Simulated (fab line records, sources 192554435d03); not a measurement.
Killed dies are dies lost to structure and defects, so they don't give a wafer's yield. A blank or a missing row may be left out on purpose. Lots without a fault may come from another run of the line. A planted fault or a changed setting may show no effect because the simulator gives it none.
Split-lot experiment | flow n5_finfet | 7 lots, 21 wafers read, on a route of 1938 steps

THE SPLIT
At N5_FIN_SAQP_FIN_ETCH_36 (etches the open film in HBr/Cl2/O2, target depth 120 nm, time 50.4 s), the setting icp_w was moved away from the recipe's 800 W on 9 of the 21 wafers read, by -17.6% to +14.3%. The other wafers ran this setting at the recipe's value.

FROM THE SPLIT TO THE READING: what the file shows between them, 3 steps
- N5_FIN_SAQP_PRECLEAN_38: cleans in O3/DIW, time 45 s
- N5_FIN_SAQP_PRECLEAN_45: cleans in dHF, time 10 s
- N5_FIN_SAQP_SRD_39: time 30 s

THE READING
trench_depth_nm, in nm, at N5_FIN_SAQP_OCD_MEAS_76. Fault-free wafers of this fab line usually give 120.2 nm, standard deviation 1.4 nm.

wafer  | tool, chamber at the split | icp_w as run, W | against the recipe | trench_depth_nm, nm | against lot-mates on the recipe
L074.2 | rie_si-02, 1               | 800             | recipe             | 119.8               | -
L074.3 | rie_si-02, 3               | 800             | recipe             | 121.4               | -
L074.4 | rie_si-02, 0               | 800             | recipe             | 119.4               | -
L079.3 | rie_si-02, 1               | 659             | -17.6%             | 108.9               | -11.1
L079.4 | rie_si-02, 3               | 659             | -17.6%             | 108.6               | -11.4
L079.5 | rie_si-02, 1               | 800             | recipe             | 120.0               | -
L081.1 | rie_si-03, 2               | 697.2           | -12.8%             | 112.5               | -11.5
L081.3 | rie_si-03, 0               | 697.2           | -12.8%             | 115.9               | -8.1
L081.5 | rie_si-03, 0               | 800             | recipe             | 124.0               | -
L082.1 | rie_si-01, 3               | 914.4           | +14.3%             | 128.4               | +8.4
L082.2 | rie_si-01, 2               | 800             | recipe             | 120.6               | -
L082.4 | rie_si-01, 0               | 800             | recipe             | 119.4               | -
L083.2 | rie_si-03, 3               | 800             | recipe             | 121.1               | -
L083.4 | rie_si-03, 2               | 800             | recipe             | 118.0               | -
L083.5 | rie_si-03, 0               | 857.1           | +7.1%              | 126.5               | +7.0
L087.2 | rie_si-01, 3               | 735.3           | -8.1%              | 115.2               | no lot-mate on the recipe
L087.4 | rie_si-01, 2               | 735.3           | -8.1%              | 114.4               | no lot-mate on the recipe
L087.5 | rie_si-01, 2               | 735.3           | -8.1%              | 113.8               | no lot-mate on the recipe
L097.1 | rie_si-01, 1               | 800             | recipe             | 123.6               | -
L097.3 | rie_si-01, 0               | 800             | recipe             | 118.5               | -
L097.6 | rie_si-01, 1               | 800             | recipe             | 122.1               | -

THE FIT
A straight line over all 21 wafers: trench_depth_nm changes by +0.63 nm for each +1% of icp_w; r = +0.94; the points scatter about the line by 1.8 nm.
The same after taking each lot's own level away (the mean of its wafers on the recipe; 18 wafers): +0.678 nm for each +1%; r = +0.97; scatter 1.5 nm.
On that fit, the largest move of icp_w shifts the reading by 12 nm.
The lots' own levels span 119.55 to 124.00 nm, that is 3.2 times the standard deviation above.
So the lot-to-lot level changes the slope little: the two slopes agree.
Check: with one of the wafers moved furthest among these (-17.6%) left out of the fit, the line predicts -12.3 nm for it against its lot-mates. It came out at -11.1 nm against them.
Tool readings at the split's step, against how far the setting was moved: oes_product_au r = +0.83.

THE WHOLE CHAIN: every reading that the file lists as answering this split, in the file's order
step                    | what it does                                                         | reading                                                                    | change (the file's fit)                   | r (the file's)
N5_FIN_SAQP_FIN_ETCH_36 | etches the open film in HBr/Cl2/O2, target depth 120 nm, time 50.4 s | oes_product_au                                                             | +0.00476 a.u. for each +1% of the setting | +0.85
N5_FIN_SAQP_FIN_ETCH_36 | etches the open film in HBr/Cl2/O2, target depth 120 nm, time 50.4 s | FIN_SAQP.feature_depth_nm (the simulator's own value, which no gauge read) | +0.665 nm for each +1% of the setting     | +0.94
N5_FIN_SAQP_FIN_ETCH_36 | etches the open film in HBr/Cl2/O2, target depth 120 nm, time 50.4 s | etch.depth_nm (the simulator's own value, which no gauge read)             | +0.665 nm for each +1% of the setting     | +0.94
N5_FIN_SAQP_OCD_MEAS_76 |                                                                      | trench_depth_nm                                                            | +0.676 nm for each +1% of the setting     | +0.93

THE FILE'S OWN FIT
trench_depth_nm changes by +0.676 nm for each +1% of icp_w, r = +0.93.
